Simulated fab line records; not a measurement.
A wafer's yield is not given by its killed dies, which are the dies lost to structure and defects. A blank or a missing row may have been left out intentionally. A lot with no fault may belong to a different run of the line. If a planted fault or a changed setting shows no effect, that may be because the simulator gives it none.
Matching of chambers ; flow n5 finfet ; 3 sister chambers for N5_BEOL_M11_ILD_DEP_00 on pecvd-01
The step deposits SiCOH lowk from DEMS/porogen, target thk 308.51 nm, time 58 s. 6 wafers are shown with their chamber, then 7 later ones without.

== WAFERS WITH THEIR CHAMBER ==
wafer;chamber;showerhead vpp V (V);heater power w (W)
L085.2;0;1362;279
L089.1;0;1352;284
L089.2;1;1414;345
L089.3;2;1362;368
L090.2;1;1427;425
L090.3;2;1358;360

== WAFERS WITH NO CHAMBER GIVEN ==
wafer;showerhead vpp V (V);heater power w (W)
L090.4;1361;291
L095.1;1351;330
L095.3;1397;412
L095.5;1348;364
L096.1;1364;350
L096.3;1334;314
L096.5;1428;421

== WHICH CHAMBER EACH WENT THROUGH ==
wafer;from the rows above;in truth
L090.4;can't be placed: 0 or 2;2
L095.1;can't be placed: 2 or 0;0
L095.3;1;1
L095.5;can't be placed: 2 or 0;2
L096.1;can't be placed: 2 or 0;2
L096.3;can't be placed: 0 or 2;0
L096.5;1;1
Placed correctly: 2 of 7. Can't be placed from these rows: 5 (the true chamber is among the candidates in 5). Placed wrongly: 0.
How it was worked out, from the rows above alone: a wafer's distance from a chamber is the root of the sum, over the readings, of the square of ((its reading less the chamber's mean) divided by the reading's scatter). The wafer belongs to the nearest chamber; if the next one is less than 2 further off, it can't be placed. The mean given for a chamber averages the wafers shown for that chamber. The scatter: take each reading less its chamber's mean, square it, sum over the shown wafers, divide by the number of wafers less the number of chambers, and take the root.
